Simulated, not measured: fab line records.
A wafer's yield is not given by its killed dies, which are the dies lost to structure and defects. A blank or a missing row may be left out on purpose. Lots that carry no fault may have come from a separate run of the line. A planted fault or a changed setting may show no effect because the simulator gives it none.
The tool behind it: which one?    flow nand_harc    30 wafers from 10 lots sampled at 5 of the route's 1302 steps

== WHAT EACH GAUGE READ, for each wafer ==
NHARC_END_SORT_01.
lot   measured      on         killed_at_array  killed_at_other  killed_at_periphery  killed_dies  killed_open  killed_short
L608  day 24 08:58  prober-01  45 59 41         1 2 0            3 1 5                49 62 46     3 2 5        1 4 0
L610  day 25 01:35  prober-01  50 44 49         0 0 0            0 1 2                50 45 51     1 5 2        1 3 1
L619  day 28 12:16  prober-01  671 673 671      0 0 0            6 4 6                677 677 677  2 4 4        0 2 1
L618  day 28 10:43  prober-02  676 672 673      0 3 2            1 2 2                677 677 677  1 3 6        3 2 4
L624  day 31 15:04  prober-02  24 19 29         2 0 0            2 3 5                28 22 34     5 3 4        2 1 2
L627  day 31 23:41  prober-01  20 29 19         0 0 0            1 4 2                21 33 21     0 4 3        2 3 1
L630  day 33 17:06  prober-02  62 57 46         0 0 0            3 2 3                65 59 49     3 2 2        4 1 4

== EACH LOT AND THE TOOL THAT RAN IT (in order: tool; ch and the chambers of the sampled wafers; start) ==
lot   NHARC_A_CONTACT_ETCH_91             NHARC_A_CONTACT_ETCH_30             NHARC_A_CONTACT_ETCH_31                        NHARC_A_CONTACT_ETCH_137
L608  rie_diel-03 ch 2,3, day 22 01:18    rie_diel-12 ch 1,2,3, day 22 05:47  rie_diel-12 ch 0,1, day 22 07:13 or earlier    har_cap_etch-03 ch 0,1, day 22 07:13
L610  rie_diel-12 ch 0,1,3, day 22 19:54  rie_diel-08 ch 1,2,3, day 23 00:21  rie_diel-08 ch 1,2, day 23 01:41 or earlier    har_cap_etch-01 ch 0,1, day 23 01:41
L619  rie_diel-12 ch 0,1,2, day 26 04:39  rie_diel-08 ch 0,1, day 26 09:01    rie_diel-08 ch 1,3, day 26 10:27 or earlier    har_cap_etch-03 ch 0,1, day 26 10:27
L618  rie_diel-12 ch 0,2,3, day 26 05:44  rie_diel-12 ch 1,2,3, day 26 10:10  rie_diel-12 ch 1,2,3, day 26 11:30 or earlier  har_cap_etch-01 ch 0,1, day 26 11:30
L622  rie_diel-12 ch 0,3, day 27 15:25    rie_diel-12 ch 0,1,3, day 27 19:43  rie_diel-12 ch 0,1, day 27 21:07 or earlier    har_cap_etch-01 ch 0,1, day 27 21:07
L623  rie_diel-12 ch 0,1,2, day 27 16:25  rie_diel-12 ch 0,1,2, day 27 20:55  rie_diel-12 ch 0,2,3, day 27 22:21 or earlier  har_cap_etch-03 ch 0,1, day 27 22:21
L624  rie_diel-12 ch 1,2, day 29 00:56    rie_diel-12 ch 1,2,3, day 29 11:05  rie_diel-12 ch 1,2,3, day 29 12:32 or earlier  har_cap_etch-03 ch 0,1, day 29 12:32
L627  rie_diel-12 ch 1,2,3, day 29 17:28  rie_diel-12 ch 1,2,3, day 29 22:47  rie_diel-12 ch 0,2,3, day 30 00:08 or earlier  har_cap_etch-01 ch 0,1, day 30 00:08
L630  rie_diel-12 ch 0,2,3, day 31 04:28  rie_diel-12 ch 1,2, day 31 12:17    rie_diel-12 ch 0,1, day 31 13:46 or earlier    har_cap_etch-01 ch 0,1, day 31 13:46
L631  rie_diel-12 ch 0,1, day 31 13:36    rie_diel-12 ch 0,1, day 31 17:56    rie_diel-12 ch 1,2,3, day 31 19:25 or earlier  har_cap_etch-02 ch 0,1, day 31 19:25
- NHARC_A_CONTACT_ETCH_91: etches the open film in CH3F/O2, target depth 40 nm, time 85.7 s.
- NHARC_A_CONTACT_ETCH_30: etches the open film in CF4/CHF3, target depth 72.6 nm, time 36.3 s.
- NHARC_A_CONTACT_ETCH_31: etches the open film in O2/COS, target depth 2800 nm, time 728 s.
- NHARC_A_CONTACT_ETCH_137: etches the open film in C4F8/O2/Ar, time 311 s, target depth 1912 nm.

== AS READ BY THE TOOLS THEMSELVES (means over the sampled wafers that have a number; for cases with no such wafer, the mark the record gives instead) ==
NHARC_A_CONTACT_ETCH_91.
lot   tool         bias_w (W)  ch3f_flow_sccm (sccm)  drypump_motor_current_A (A)  oes_product_au (a.u.)  rf_vpp_V (V)  showerhead_plenum_p_Torr (Torr)  throttle_valve_pct (%)
L608  rie_diel-03  99.97       50.14                  5.1                          0.932                  244.9         2.47                             20.670
L610  rie_diel-12  100.11      49.92                  5.7                          0.926                  246.5         2.57                             20.656
L619  rie_diel-12  100.21      49.98                  5.8                          0.972                  246.5         2.57                             20.671
L618  rie_diel-12  99.90       50.08                  5.6                          0.919                  247.0         2.60                             20.669
L622  rie_diel-12  99.92       50.01                  5.5                          0.944                  245.9         2.62                             20.667
L623  rie_diel-12  100.22      49.85                  5.8                          1.002                  245.9         2.57                             20.663
L624  rie_diel-12  99.92       49.86                  5.9                          0.934                  245.0         2.52                             20.662
L627  rie_diel-12  100.13      50.03                  5.7                          0.931                  245.0         2.54                             20.670
L630  rie_diel-12  99.92       49.98                  5.6                          0.931                  246.1         2.59                             20.657
L631  rie_diel-12  99.94       50.00                  5.7                          0.920                  246.9         2.58                             20.663

NHARC_A_CONTACT_ETCH_30.
lot   tool         bias_w (W)  cf4_flow_sccm (sccm)  drypump_motor_current_A (A)  oes_product_au (a.u.)  rf_vpp_V (V)  showerhead_plenum_p_Torr (Torr)  throttle_valve_pct (%)
L608  rie_diel-12  199.9       100.3                 5.7                          0.930                  372.7         1.63                             16.803
L610  rie_diel-08  199.7       100.1                 5.4                          0.920                  371.6         1.58                             16.802
L619  rie_diel-08  -           -                     -                            -                      -             -                                -
L618  rie_diel-12  -           -                     -                            -                      -             -                                -
L622  rie_diel-12  199.9       99.9                  5.7                          0.915                  372.7         1.64                             16.797
L623  rie_diel-12  199.7       100.4                 5.8                          0.935                  373.2         1.64                             16.800
L624  rie_diel-12  199.8       99.9                  5.7                          0.931                  371.6         1.63                             16.809
L627  rie_diel-12  199.6       99.8                  5.8                          0.934                  371.7         1.63                             16.793
L630  rie_diel-12  200.2       99.9                  5.8                          0.936                  373.3         1.63                             16.799
L631  rie_diel-12  199.7       100.2                 5.9                          0.925                  372.4         1.62                             16.798

NHARC_A_CONTACT_ETCH_31.
lot   tool         bias_w (W)  chamber_pressure_mTorr (mTorr)  drypump_motor_current_A (A)  oes_product_au (a.u.)  rf_vpp_V (V)  showerhead_plenum_p_Torr (Torr)  throttle_valve_pct (%)
L608  rie_diel-12  298.9       20.015                          5.7                          0.996                  316.6         3.30                             28.327
L610  rie_diel-08  300.3       19.984                          5.6                          0.989                  314.5         3.18                             28.328
L619  rie_diel-08  299.7       20.008                          5.4                          0.997                  315.8         3.23                             28.332
L618  rie_diel-12  300.1       20.005                          5.7                          0.999                  315.1         3.23                             28.326
L622  rie_diel-12  299.0       19.991                          5.9                          0.996                  315.3         3.22                             28.325
L623  rie_diel-12  299.7       19.990                          5.6                          1.001                  317.4         3.30                             28.332
L624  rie_diel-12  300.0       19.989                          5.7                          1.011                  315.2         3.23                             28.333
L627  rie_diel-12  299.3       20.004                          5.6                          1.015                  317.9         3.29                             28.320
L630  rie_diel-12  301.7       20.015                          5.9                          0.992                  315.0         3.21                             28.338
L631  rie_diel-12  300.6       20.014                          5.7                          0.998                  316.1         3.22                             28.323

NHARC_A_CONTACT_ETCH_137.
lot   tool             chamber_pressure_mTorr (mTorr)  oes_air_line_au (a.u.)
L608  har_cap_etch-03  19.989                          1.015
L610  har_cap_etch-01  19.985                          1.005
L619  har_cap_etch-03  19.998                          0.993
L618  har_cap_etch-01  20.010                          0.987
L622  har_cap_etch-01  20.001                          1.007
L623  har_cap_etch-03  20.000                          1.015
L624  har_cap_etch-03  20.003                          0.986
L627  har_cap_etch-01  20.001                          1.000
L630  har_cap_etch-01  19.994                          0.965
L631  har_cap_etch-02  19.971                          1.007

== THE ANSWER, worked out from the rows above alone ==
Rule: the lots themselves supply what counts as usual. The widest of any qualifying gaps counts: lots, ordered by their means at a reading, are off when they make up no more than a third of the lots, leave a main group of 4 or more, and stand apart from it by 3 or more times the standard deviation of that group's means. The tables above print the reading to a certain number of digits; a main group whose means all agree to those digits is not used. Also off: a lot with no number at a reading for which 4 or more lots have one. The other lots that the step has rows for count as sound. Order of review: gauges by route order, followed by the tools' own readings, for which a lot's mean as printed above is used. The first step at which some lot is off is used, and at that step the reading that is off furthest; a lot without a number counts as furthest.
Off: L619, L618, at NHARC_END_SORT_01 (killed_dies). Main group: mean 42, sd 13. Neither off nor sound, because the step has no rows for them: L622, L623, L631.
If a tool, at a process step before that reading, ran all the lots that are off and no sound lot after the first of them, it fits. The gauges at NHARC_END_SORT_01 aren't tried: what is off there is off at NHARC_A_CONTACT_ETCH_30 too, on other tools, and a gauge's error can't cause that. With no start given for some of its lots, NHARC_A_CONTACT_ETCH_31 uses the hours and lot order of NHARC_A_CONTACT_ETCH_137. None of those tried fits.

== WHAT THE SIMULATOR HAD PUT IN ==
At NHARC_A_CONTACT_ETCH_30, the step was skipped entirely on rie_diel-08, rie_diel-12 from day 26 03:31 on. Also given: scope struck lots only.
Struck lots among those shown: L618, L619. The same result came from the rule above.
